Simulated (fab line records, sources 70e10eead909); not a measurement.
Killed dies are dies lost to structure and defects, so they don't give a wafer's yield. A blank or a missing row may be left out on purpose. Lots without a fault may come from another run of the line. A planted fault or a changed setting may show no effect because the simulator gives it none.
fab line records | flow nand_harc
record lots=6 wafers=18 last_day=33
route steps=1302 shown A_CONTACT@1035 END@1302
lots that met no fault: from a run of the same line without faults
start_h: hours from the record's first day to the start of the lot's first wafer shown | wait_h: hours since the lot's step before | " the same as in the row above | L1.1+2: a row that stands for several wafers | - no value, or no start given | * or withheld: withheld | < > ~ a bound
route shown NAME@n: a module of which the file shows steps, and the number in the route of the first | usual: mean/standard deviation of fault-free wafers | same: alike in all rows | chamber/n: place in a boat | sites: the reading at each site | _std_site: their standard deviation | _edge_site: outer sites' mean less inner sites' | radius_mm: how far each site lies from the wafer's centre | mask NAME#n: copy n | behind: the tool/chamber that last shaped the wafer | hold: why the lot was held/for how many hours/how that ended | device: the transistor (n, p or np) that didn't switch | end of line: the same wafers' tests at the end of the route | a step without rows: its recipe alone | killed: dies lost to structure and defects at the first sort, not the wafer's yield | map: a wafer's dies, x killed, . not, _ none there
set.NAME: the setting as run; set.NAME@STEP: as run at that earlier step | model.NAME: the simulator's own value behind a step, which no gauge read
lots at some steps of the route; a table a step, a row a wafer
services: from which hour (start_h, from the record's first day; less than 0 if before it) a tool's chamber was out of use, for how many hours, and why
## steps
# step NHARC_A_CONTACT_EBR_65
# step NHARC_A_CONTACT_EXPOSE_66
# recipe na=1.35 sigma_outer=0.8 dose_mj=59.02 mask_id=A_CC_2
# step NHARC_A_CONTACT_PEB_67
# recipe peb_temp_c=100 peb_time_s=65
# step NHARC_A_CONTACT_DEVELOP_68
# recipe develop_time_s=35 dev_temp_c=23
# step NHARC_A_CONTACT_CD_MEAS_69
# recipe target_cd_nm=300 landing_energy_ev=500
# usual cd_nm=300.1/0.56
# same landing_energy_ev=500
# columns lot.wafer tool chamber start_h wait_h cd_nm
L987.1 cd_sem-01 0 564.30 - 299.7
L987.3 " 0 " " 299.5
L987.5 " 0 " " 299.9
L989.1 cd_sem-03 0 588.76 - 299.6
L989.3 " 0 " " 300.3
L989.4 " 0 " " 299.9
L994.1 cd_sem-03 0 639.71 - 299.9
L994.3 " 0 " " 300.5
L994.6 " 0 " " 300.0
L997.1 cd_sem-03 0 655.44 - 300.5
L997.4 " 0 " " 300.1
L997.5 " 0 " " 300.6
L103.3 cd_sem-03 0 716.98 - 300.1
L103.4 " 0 " " 300.2
L103.5 " 0 " " 300.2
L104.2 cd_sem-03 0 729.73 - 300.4
L104.4 " 0 " " 300.0
L104.6 " 0 " " 300.5
# step NHARC_A_CONTACT_OVL_MEAS_70
# usual overlay_x_nm=0.0/0.78 overlay_y_nm=0.0/0.94
# columns lot.wafer tool chamber start_h wait_h overlay_x_nm overlay_y_nm
L987.1 overlay-02 - 564.39 - -0.5 0.0
L987.3 " - " " -0.4 -0.1
L987.5 " - " " -0.4 0.8
L989.1 overlay-02 - 588.85 - -0.5 -0.9
L989.3 " - " " -0.2 -1.1
L989.4 " - " " -0.3 -0.9
L994.1 overlay-01 - 639.80 - 0.5 -0.8
L994.3 " - " " 0.0 -1.1
L994.6 " - " " 1.4 -0.4
L997.1 overlay-01 - 655.53 - -1.0 -0.4
L997.4 " - " " -1.0 0.2
L997.5 " - " " -1.0 0.1
L103.3 overlay-02 - 717.07 - 1.0 -0.9
L103.4 " - " " 1.0 -0.1
L103.5 " - " " 0.8 -0.6
L104.2 overlay-01 - 729.82 - 0.1 -0.8
L104.4 " - " " 0.3 -0.7
L104.6 " - " " -0.3 0.0
# step NHARC_A_CONTACT_INSPECT_71
# usual raw_defect_count=79/39
# columns lot.wafer tool chamber start_h wait_h raw_defect_count
L987.1 defect_inspect-02 - 564.42 0.0 90
L987.3 " - " " 92
L987.5 " - " " 72
L989.1 defect_inspect-01 - 588.88 0.0 37
L989.3 " - " " 44
L989.4 " - " " 28
L994.1 defect_inspect-02 - 639.84 0.0 85
L994.3 " - " " 105
L994.6 " - " " 84
L997.1 defect_inspect-01 - 655.56 0.0 102
L997.4 " - " " 106
L997.5 " - " " 120
L103.3 defect_inspect-01 - 717.10 0.0 70
L103.4 " - " " 77
L103.5 " - " " 54
L104.2 defect_inspect-02 - 729.85 0.0 48
L104.4 " - " " 61
L104.6 " - " " 57
# step NHARC_A_CONTACT_DESCUM_74
# recipe time_s=3 o2_flow_sccm=200 ar_flow_sccm=0 bias_power_w=0 chemistry=O2
# usual drypump_motor_current_A=5.8/0.56 oes_product_au=1.005/0.0094 rf_vpp_V=57.7/0.94 showerhead_plenum_p_Torr=1.89/0.1 throttle_valve_pct=11.311/0.0091
# columns lot.wafer tool chamber start_h wait_h drypump_motor_current_A oes_product_au rf_hours_counter_h rf_vpp_V showerhead_plenum_p_Torr throttle_valve_pct
L987.1 rie_diel-05 0 564.48 0.1 6.1 0.990 24 59.8 2.03 11.306
L987.3 " 3 " " 5.4 1.008 24 58.4 1.81 11.299
L987.5 " 1 " " 5.8 1.012 - 59.1 1.79 11.298
L989.1 rie_diel-06 3 589.11 0.2 5.3 1.006 35 58.0 1.86 11.312
L989.3 " 0 " " 6.4 1.000 35 57.8 1.93 11.301
L989.4 " 1 " " 6.0 1.011 36 56.9 1.79 11.329
L994.3 rie_diel-05 2 639.91 0.1 6.5 1.001 9 56.3 2.07 11.306
L994.1 " 0 " " 6.1 0.993 10 58.3 2.02 11.303
L994.6 " 1 " " 5.8 1.007 - 58.3 1.78 11.317
L997.4 rie_diel-06 3 655.63 0.1 5.3 1.016 57 56.8 1.86 11.305
L997.1 " 0 " " 6.3 1.009 57 57.6 1.92 11.310
L997.5 " 3 " " 5.3 1.027 - 57.6 1.86 11.316
L103.4 rie_diel-05 0 717.16 0.1 6.1 0.996 25 59.3 2.02 11.307
L103.3 " 2 " " 6.5 0.994 23 57.6 2.07 11.314
L103.5 " 0 " " 6.1 1.000 - 58.0 2.02 11.327
L104.4 rie_diel-10 2 729.92 0.1 6.0 1.006 40 57.8 1.95 11.296
L104.2 " 0 " " 5.7 1.019 34 59.0 2.06 11.293
L104.6 " 1 " " 6.5 1.023 - 57.9 1.87 11.332
# step NHARC_A_CONTACT_ETCH_75
# recipe target_depth_a=390 over_etch_frac=0.3 time_s=65 ion_energy_ev=80 cf4_flow_sccm=150 ar_flow_sccm=0 rf_w=300 bias_w=100 chemistry=CF4
# step NHARC_A_CONTACT_ETCH_76
# recipe target_depth_a=2600 over_etch_frac=0.3 time_s=475.3 ion_energy_ev=200 n2_flow_sccm=150 h2_flow_sccm=150 ar_flow_sccm=0 rf_w=400 bias_w=150 chemistry=N2/H2
# step NHARC_A_CONTACT_ETCH_77
# recipe target_depth_a=1089 time_s=54.5 cf4_flow_sccm=100 chf3_flow_sccm=30 ar_flow_sccm=0 rf_w=500 bias_w=200 chemistry=CF4/CHF3
# step NHARC_A_CONTACT_ETCH_78
# recipe target_depth_a=53000 over_etch_frac=0.3 time_s=1378 ion_energy_ev=150 o2_flow_sccm=400 cos_flow_sccm=20 ar_flow_sccm=0 rf_w=500 bias_w=300 chemistry=O2/COS
# step NHARC_A_CONTACT_ETCH_124
# recipe source_w=withheld pressure_mtorr=20 bias_v=withheld time_s=140 target_depth_a=7000 ar_flow_sccm=withheld c4f8_flow_sccm=withheld o2_flow_sccm=withheld chemistry=C4F8/O2/Ar
# columns lot.wafer tool chamber start_h wait_h rf_hours_counter_h
L987.1 har_cap_etch-03 0 566.07 - 55
L987.3 " 0 " " -
L987.5 " 0 " " -
L989.1 har_cap_etch-03 0 591.13 - 59
L989.3 " 0 " " -
L989.4 " 1 " " -
L994.1 har_cap_etch-02 0 641.47 - 107
L994.3 " 0 " " -
L994.6 " 1 " " -
L997.1 har_cap_etch-03 1 657.20 - 73
L997.4 " 0 " " -
L997.5 " 1 " " -
L103.3 har_cap_etch-02 1 718.78 - -
L103.4 " 0 " " -
L103.5 " 1 " " -
L104.2 har_cap_etch-01 1 731.50 - 39
L104.4 " 0 " " -
L104.6 " 0 " " -
# step NHARC_A_CONTACT_ETCH_125
# recipe source_w=withheld pressure_mtorr=20 bias_v=3000 time_s=197 target_depth_a=19180 ar_flow_sccm=withheld c4f8_flow_sccm=withheld o2_flow_sccm=withheld chemistry=C4F8/O2/Ar
# step NHARC_A_CONTACT_ETCH_126
# recipe source_w=withheld pressure_mtorr=20 bias_v=3000 time_s=197 target_depth_a=19180 ar_flow_sccm=withheld c4f8_flow_sccm=withheld o2_flow_sccm=withheld chemistry=C4F8/O2/Ar
# columns lot.wafer tool chamber start_h wait_h rf_hours_counter_h
L987.1 har_cap_etch-03 0 566.44 0.1 55
L987.3 " 0 " " -
L987.5 " 0 " " -
L989.1 har_cap_etch-03 0 591.51 0.1 59
L989.3 " 0 " " -
L989.4 " 1 " " -
L994.1 har_cap_etch-02 0 641.84 0.1 108
L994.3 " 0 " " -
L994.6 " 1 " " -
L997.1 har_cap_etch-03 1 657.57 0.1 73
L997.4 " 0 " " -
L997.5 " 1 " " -
L103.3 har_cap_etch-02 1 719.15 0.1 -
L103.4 " 0 " " -
L103.5 " 1 " " -
L104.2 har_cap_etch-01 1 731.87 0.1 39
L104.4 " 0 " " -
L104.6 " 0 " " -
# step NHARC_A_CONTACT_ETCH_127
# recipe source_w=withheld pressure_mtorr=20 bias_v=3000 time_s=197 target_depth_a=19180 ar_flow_sccm=withheld c4f8_flow_sccm=withheld o2_flow_sccm=withheld chemistry=C4F8/O2/Ar
# columns lot.wafer tool chamber start_h wait_h rf_hours_counter_h
L987.1 har_cap_etch-03 0 566.62 0.1 55
L987.3 " 0 " " -
L987.5 " 0 " " -
L989.1 har_cap_etch-03 0 591.69 0.1 59
L989.3 " 0 " " -
L989.4 " 1 " " -
L994.1 har_cap_etch-02 0 642.02 0.1 108
L994.3 " 0 " " -
L994.6 " 1 " " -
L997.1 har_cap_etch-03 1 657.74 0.1 73
L997.4 " 0 " " -
L997.5 " 1 " " -
L103.3 har_cap_etch-02 1 719.32 0.1 -
L103.4 " 0 " " -
L103.5 " 1 " " -
L104.2 har_cap_etch-01 1 732.04 0.1 39
L104.4 " 0 " " -
L104.6 " 0 " " -
# step NHARC_A_CONTACT_ETCH_128
# recipe source_w=withheld pressure_mtorr=20 bias_v=3000 time_s=197 target_depth_a=19180 ar_flow_sccm=withheld c4f8_flow_sccm=withheld o2_flow_sccm=withheld chemistry=C4F8/O2/Ar
# step NHARC_A_CONTACT_ETCH_129
# recipe source_w=withheld pressure_mtorr=20 bias_v=3000 time_s=197 target_depth_a=19180 ar_flow_sccm=withheld c4f8_flow_sccm=withheld o2_flow_sccm=withheld chemistry=C4F8/O2/Ar
# step NHARC_A_CONTACT_ETCH_130
# recipe source_w=withheld pressure_mtorr=20 bias_v=3000 time_s=197 target_depth_a=19180 ar_flow_sccm=withheld c4f8_flow_sccm=withheld o2_flow_sccm=withheld chemistry=C4F8/O2/Ar
# step NHARC_A_CONTACT_ETCH_131
# recipe source_w=withheld pressure_mtorr=20 bias_v=3000 time_s=197 target_depth_a=19180 ar_flow_sccm=withheld c4f8_flow_sccm=withheld o2_flow_sccm=withheld chemistry=C4F8/O2/Ar
# columns lot.wafer tool chamber start_h wait_h rf_hours_counter_h
L987.1 har_cap_etch-03 0 567.32 0.1 56
L987.3 " 0 " " -
L987.5 " 0 " " -
L989.1 har_cap_etch-03 0 592.39 0.1 60
L989.3 " 0 " " -
L989.4 " 1 " " -
L994.1 har_cap_etch-02 0 642.72 0.1 109
L994.3 " 0 " " -
L994.6 " 1 " " -
L997.1 har_cap_etch-03 1 658.45 0.1 74
L997.4 " 0 " " -
L997.5 " 1 " " -
L103.3 har_cap_etch-02 1 720.04 0.1 -
L103.4 " 0 " " -
L103.5 " 1 " " -
L104.2 har_cap_etch-01 1 732.75 0.1 40
L104.4 " 0 " " -
L104.6 " 0 " " -
# step NHARC_A_CONTACT_ETCH_132
# recipe source_w=withheld pressure_mtorr=20 bias_v=3000 time_s=197 target_depth_a=19240 ar_flow_sccm=withheld c4f8_flow_sccm=withheld o2_flow_sccm=withheld chemistry=C4F8/O2/Ar
# columns lot.wafer tool chamber start_h wait_h rf_hours_counter_h
L987.1 har_cap_etch-03 0 567.50 0.1 56
L987.3 " 0 " " -
L987.5 " 0 " " -
L989.1 har_cap_etch-03 0 592.57 0.1 60
L989.3 " 0 " " -
L989.4 " 1 " " -
L994.1 har_cap_etch-02 0 642.89 0.1 109
L994.3 " 0 " " -
L994.6 " 1 " " -
L997.1 har_cap_etch-03 1 658.62 0.1 74
L997.4 " 0 " " -
L997.5 " 1 " " -
L103.3 har_cap_etch-02 1 720.21 0.1 -
L103.4 " 0 " " -
L103.5 " 1 " " -
L104.2 har_cap_etch-01 1 732.93 0.1 40
L104.4 " 0 " " -
L104.6 " 0 " " -
# step NHARC_A_CONTACT_ETCH_133
# recipe source_w=withheld pressure_mtorr=20 bias_v=400 time_s=374 target_depth_a=16100 ar_flow_sccm=withheld c4f8_flow_sccm=11.5 o2_flow_sccm=7.2 chemistry=C4F8/O2/Ar
# step NHARC_A_CONTACT_ETCH_91
# recipe target_depth_a=400 over_etch_frac=0.5 time_s=85.7 ion_energy_ev=120 ch3f_flow_sccm=50 o2_flow_sccm=30 ar_flow_sccm=200 rf_w=500 bias_w=100 chemistry=CH3F/O2
# step NHARC_A_CONTACT_ETCH_97
# recipe target_depth_a=200 over_etch_frac=0.5 time_s=10 ion_energy_ev=250 c4f6_flow_sccm=25 o2_flow_sccm=20 ar_flow_sccm=500 rf_w=600 bias_w=500 chemistry=C4F6/O2
# step NHARC_A_CONTACT_CD_MEAS_80
# usual cd_nm=289.6/0.81
# columns lot.wafer tool chamber start_h wait_h cd_nm
L987.1 cd_sem-01 - 568.65 - 289.2
L987.3 " - " " 288.7
L987.5 " - " " 288.7
L989.1 cd_sem-02 - 593.79 - 290.4
L989.3 " - " " 290.2
L989.4 " - " " 290.8
L994.1 cd_sem-01 - 644.04 - 289.1
L994.3 " - " " 289.1
L994.6 " - " " 289.4
L997.1 cd_sem-03 - 660.23 - 287.8
L997.4 " - " " 288.3
L997.5 " - " " 288.6
L103.3 cd_sem-03 - 721.34 - 289.1
L103.4 " - " " 289.3
L103.5 " - " " 288.4
L104.2 cd_sem-01 - 734.08 - 290.0
L104.4 " - " " 289.7
L104.6 " - " " 290.0
# step NHARC_A_CONTACT_STRIP_103
# recipe n2_flow_sccm=150 h2_flow_sccm=150 ar_flow_sccm=0 bias_w=0 chemistry=N2/H2
# step NHARC_A_CONTACT_STRIP_104
# recipe cf4_flow_sccm=100 chf3_flow_sccm=30 ar_flow_sccm=0 bias_w=0 chemistry=CF4/CHF3
# step NHARC_A_CONTACT_STRIP_105
# recipe o2_flow_sccm=400 cos_flow_sccm=20 ar_flow_sccm=0 bias_w=0 chemistry=O2/COS
# step NHARC_A_CONTACT_ETCH_106
# recipe target_depth_a=900 overetch_a=90 time_s=49.5 ion_energy_ev=100 cf4_flow_sccm=80 o2_flow_sccm=20 ar_flow_sccm=0 rf_w=300 bias_w=100 chemistry=CF4/O2
# step NHARC_A_CONTACT_STRIP_82
# recipe o2_flow_sccm=500 ar_flow_sccm=0 bias_w=0 chemistry=O2
# step NHARC_A_CONTACT_STRIP_83
# recipe time_s=600 temp_c=30 chemistry=post_etch_residue_remover
# step NHARC_A_CONTACT_DEP_84
# recipe target_thk_a=28000 temp_c=400 material=aC
# step NHARC_A_CONTACT_DEP_85
# recipe target_thk_a=600 target_thk_nm=60 temp_c=400 pressure_torr=3.5 flow_sccm=200 rf_w=350 material=SiON
# step NHARC_A_CONTACT_DEHYDRATE_00
# recipe temp_c=150 time_s=120
# step NHARC_A_CONTACT_HMDS_01
# recipe time_s=30
# step NHARC_A_CONTACT_COAT_86
# recipe temp_c=260 time_s=75
# step NHARC_A_CONTACT_COAT_87
# recipe temp_c=225 time_s=65
# step NHARC_A_CONTACT_COAT_02
# recipe spin_rpm=1500 resist_thk_nm=90
# step NHARC_A_CONTACT_SOFTBAKE_03
# recipe temp_c=105 time_s=55
# step NHARC_A_CONTACT_EBR_04
# step NHARC_A_CONTACT_EXPOSE_05
# recipe na=1.35 sigma_outer=0.8 dose_mj=84.24 mask_id=A_CC
# step NHARC_A_CONTACT_PEB_06
# recipe peb_temp_c=100 peb_time_s=65
# step NHARC_END_SORT_01
# recipe temp_c=25
# usual killed_at_array=55/19 killed_at_other=0.6/0.99 killed_at_periphery=4.2/2.6 killed_dies=60/18 killed_open=3.4/1.7 killed_short=2.3/1.5
# same gross_dies=677
# columns lot.wafer tool chamber start_h wait_h killed_at_array killed_at_other killed_at_periphery killed_dies killed_open killed_short
L987.1 prober-01 0 623.42 2.5 141 0 6 147 3 4
L987.3 prober-01 0 625.02 3.1 147 0 3 150 2 3
L987.5 prober-01 0 626.62 3.7 138 0 4 142 7 5
L989.1 prober-01 0 645.41 2.5 122 0 8 130 4 1
L989.3 prober-01 0 647.01 3.1 127 1 6 134 1 0
L989.4 prober-01 0 647.81 3.4 72 0 11 83 4 3
# killed by level:class
L987.1 A_CONTACT:unspecified=83 A_CHANNEL_HOLE_D1:chamber_film_flake=28 A_CHANNEL_HOLE_D2:chamber_film_flake=12 A_STAIRCASE:chamber_film_flake=6 P_GATE:chamber_film_flake=3 A_CHANNEL_FILL_D2:chamber_film_flake=2 A_CONTACT:chamber_film_flake=2 P_CONTACT:geometric_particle:open=1
L987.3 A_CONTACT:unspecified=89 A_CHANNEL_HOLE_D1:chamber_film_flake=26 A_CHANNEL_HOLE_D2:chamber_film_flake=16 A_SGD_CUT:chamber_film_flake=3 A_STAIRCASE:chamber_film_flake=3 P_BONDPAD:chamber_film_flake=2 A_CHANNEL_FILL_D2:chamber_film_flake=2 A_CONTACT:chamber_film_flake=2
L987.5 A_CONTACT:unspecified=89 A_CHANNEL_HOLE_D1:chamber_film_flake=22 A_CHANNEL_HOLE_D2:chamber_film_flake=7 A_CONTACT:chamber_film_flake=4 A_CHANNEL_FILL_D1:geometric_particle:open=2 A_CHANNEL_FILL_D2:chamber_film_flake=2 A_STAIRCASE:chamber_film_flake=2 A_SGD_CUT:chamber_film_flake=2
L989.1 A_CONTACT:unspecified=88 A_CHANNEL_HOLE_D2:chamber_film_flake=10 A_CONTACT:chamber_film_flake=9 P_GATE:chamber_film_flake=5 A_STAIRCASE:chamber_film_flake=5 A_SLIT:chamber_film_flake=3 P_ZERO_WELL:chamber_film_flake=2 P_BONDPAD:geometric_particle:open=1
L989.3 A_CONTACT:unspecified=89 A_CHANNEL_HOLE_D2:chamber_film_flake=19 A_CHANNEL_HOLE_D1:chamber_film_flake=6 A_STAIRCASE:chamber_film_flake=5 A_CONTACT:chamber_film_flake=4 A_SLIT:chamber_film_flake=3 P_GATE:chamber_film_flake=2 P_BONDPAD:chamber_film_flake=2
L989.4 A_CONTACT:unspecified=44 A_CHANNEL_HOLE_D2:chamber_film_flake=12 A_STAIRCASE:chamber_film_flake=7 P_GATE:chamber_film_flake=3 A_CHANNEL_HOLE_D1:chamber_film_flake=3 P_ZERO_WELL:chamber_film_flake=2 P_CONTACT:chamber_film_flake=2 P_STI:geometric_particle:open=1
# map L987.3 (x killed, . not)
____________x____________
_________......._________
_______.........x._______
______.............______
_____..............._____
____.................____
____.................____
___...................___
___.............x.....___
__.....................__
__................x....__
_.............x........._
_....................x.._
_x...............x..x.x._
_x...............xxxxx.._
_..xx............xxxxxxx_
.xx..x...........xxxxxxx.
.xx.x............xxxxxxxx
xx........x.x....xxxxxxxx
xxxx.x..........xxxxxxxxx
xxx...x..........xxxxxxxx
_xxx..x........xxxxxxxxx_
_xx..............xxxxxxx_
_x..x.............xxxxxx_
_xx.....x.......x.xxxxx._
_.................xxx.x._
__..................x..__
__.................x...__
___...................___
___..x................___
____......x.xx....x..____
____.....x.x.x.......____
_____..x...xx......._____
______..x.xxx......______
_______.x...x.x..x_______
_________....x.x_________
____________.____________
# map L989.3 (x killed, . not)
____________.____________
_________......._________
_______..........._______
______.............______
_____....x.........._____
____.................____
____.................____
___...................___
___...................___
__..............x......__
__.............x...x..x__
_.............x..x.....x_
_................x......_
_..................xxxx._
_x...............xxxxxx._
_...x.......x....xx.xxxx_
x...............x.xxxxxxx
...............x.xxxxxxxx
.............x.x.xxxxxxxx
.x.............x.xxxxxxxx
x............x.xxxxxxxxxx
_...............xxxxxxxx_
_................xxxxxxx_
_................xxxxxxx_
_................x.xxxxx_
_x...............x..xxx._
__............x......x.__
__.......x.x.....x.....__
___.........xx........___
___...................___
____.......x.........____
____.....xx.x.x......____
_____.....xx....x..._____
______...x.x.......______
_______..x.xxx...._______
_________.x..x.._________
____________.____________
## services
# columns tool chamber start_h hours kind
rie_diel-05 0 562.65 - clean
rie_diel-05 1 562.65 - clean
rie_diel-05 2 562.65 - clean
rie_diel-05 3 562.65 - clean
har_cap_etch-03 - 577.37 0.2 repair
rie_diel-05 - 583.65 9.0 pm
rie_diel-05 0 583.65 9.0 vent_cycle
rie_diel-05 1 583.65 12.7 vent_cycle
rie_diel-05 2 583.65 9.0 vent_cycle
rie_diel-05 3 583.65 9.0 vent_cycle
rie_diel-05 0 592.65 - clean
rie_diel-05 2 592.65 - clean
rie_diel-05 2 592.65 - consumable_replace:showerhead
rie_diel-05 3 592.65 - clean
rie_diel-10 - 596.69 9.0 pm
rie_diel-06 0 602.96 9.3 repair
har_cap_etch-02 - 610.61 0.9 repair
rie_diel-05 0 617.15 - clean
rie_diel-05 0 617.74 2.8 repair
har_cap_etch-02 - 623.70 0.3 repair
rie_diel-06 1 636.48 1.5 repair
rie_diel-06 - 663.58 9.0 pm
rie_diel-06 0 695.97 2.9 repair
rie_diel-10 0 726.04 1.5 repair
## key
first_sign step=NHARC_END_SORT_01 reading=killed_dies direction=up sigmas=3.8 usual=60 struck=131
effect step=NHARC_END_SORT_01 reading=killed_at_array direction=up sigmas=3.7 usual=55 struck=124
more_kills_born_at NHARC_A_CONTACT_ETCH_124@har_cap_etch-03=480
met_at NHARC_A_CONTACT_ETCH_124
struck_wafers L987.1,L987.3,L987.5,L989.1,L989.3,L989.4
tester_left_out L987,L989
fault kind=chamber_particle_source tool=har_cap_etch-03 chamber=- onset_h=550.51 steps=NHARC_A_CONTACT_ETCH_124 rate_per_visit_cm2=1.1849 end_h=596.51
# tester_left_out: of these lots the tester's yield and bins aren't shown, on N5 and GAA mostly nor the transistor test; their killed dies are dies lost to structure and defects alone, not to doping, threshold or leakage, so they don't give the yield
